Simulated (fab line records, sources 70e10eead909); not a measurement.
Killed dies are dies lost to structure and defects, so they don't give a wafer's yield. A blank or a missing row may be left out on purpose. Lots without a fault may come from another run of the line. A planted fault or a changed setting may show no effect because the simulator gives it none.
One fault seen from 3 desks | flow nand_harc | each desk has only its own numbers; what lay behind them comes last

THE DEFECT DESK
What the inspections along the route counted, lot by lot: means of the sampled wafers that have a number. A lot is out of limits, marked OUT, if its mean lies more than 4 standard deviations from the usual mean; the brackets give that distance.
Columns: A = raw_defect_count at NHARC_P_STI_INSPECT_25, usual 214
lot  | first seen here | A
L810 | day 4 00:35     | 156
L811 | day 4 12:35     | 290
L812 | day 5 02:43     | 199
L813 | day 5 02:43     | 222
L816 | day 6 08:40     | 153
L817 | day 6 22:17     | 195
L820 | day 8 04:25     | 102
L821 | day 8 13:28     | 151
L823 | day 9 09:30     | 326
L830 | day 12 14:29    | 109
L831 | day 12 14:29    | 178
L833 | day 13 11:23    | 210
This desk's finding: nothing out of limits on any of the 12 lots.

THE TOOL OWNER'S DESK: litho_track-06
The tool's own readings at NHARC_P_GATE_PEB_24 (peb time 65 s): means of the sampled wafers that have a number, for each lot that ran on this tool. A lot is out of limits, marked OUT, if its mean lies more than 4 standard deviations from the usual mean; the brackets give that distance.
Columns: A = heater_power_total_W at NHARC_P_GATE_PEB_24, usual 156.6 W; B = plate_temp_C at NHARC_P_GATE_PEB_24, usual 99.99 C; C = resist_line_temp_C at NHARC_P_GATE_PEB_24, usual 22.99 C
lot  | first seen here | A               | B               | C
L812 | day 6 01:58     | 156.5           | 100.09          | 23.08
L813 | day 6 02:16     | 156.1           | 100.17          | 23.04
L816 | day 7 05:53     | 156.5           | 100.09          | 23.01
L820 | day 9 12:40     | 156.9           | 100.03          | 22.99
L823 | day 10 11:32    | 156.4           | 99.90           | 22.92
L830 | day 13 13:00    | 147.6 (-21) OUT | 95.70 (-31) OUT | 23.06
L831 | day 13 13:38    | 147.6 (-22) OUT | 95.90 (-29) OUT | 22.93
This desk's finding: out of limits on L830, L831; first on L830, day 13 13:00 (heater_power_total_W at NHARC_P_GATE_PEB_24). In limits: L812, L813, L816, L820, L823.

THE METROLOGY DESK
What the gauges read, lot by lot, whatever tool the lot ran on: means of the sampled wafers that have a number. A lot is out of limits, marked OUT, if its mean lies more than 4 standard deviations from the usual mean; the brackets give that distance.
Columns: A = cd_nm at NHARC_P_GATE_CD_MEAS_26, usual 120.1 nm
lot  | first seen here | A
L810 | day 5 01:41     | 119.9
L811 | day 5 12:02     | 120.2
L812 | day 6 02:02     | 120.3
L813 | day 6 02:20     | 119.7
L816 | day 7 05:59     | 119.8
L817 | day 7 20:38     | 119.4
L820 | day 9 12:45     | 120.2
L821 | day 9 18:59     | 120.4
L823 | day 10 11:37    | 120.0
L830 | day 13 13:05    | 136.6 (+29) OUT
L831 | day 13 13:43    | 137.0 (+30) OUT
L833 | day 14 12:34    | 119.9
This desk's finding: out of limits on L830, L831; first on L830, day 13 13:05 (cd_nm at NHARC_P_GATE_CD_MEAS_26). In limits: L810, L811, L812, L813, L816, L817, L820, L821, L823, L833.

PUT TOGETHER
The tool owner's desk could have raised an alarm at day 13 13:00, on L830, L831.
The metrology desk could have raised an alarm at day 13 13:05, on L830, L831.
The defect desk saw nothing out of limits.
The defect desk has L830, L831 on record, within its limits.
Of the lots named, all ran NHARC_P_GATE_PEB_24 on litho_track-06.

WHAT THE SIMULATOR HAD PUT IN
Process parameter drift: litho_track-06, from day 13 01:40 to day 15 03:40, at NHARC_P_GATE_PEB_24. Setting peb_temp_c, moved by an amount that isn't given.
Lots struck among those shown: L830, L831.
Hours from the fault's start to each desk's first reading out of limits: the tool owner's desk, 11; the metrology desk, 11.
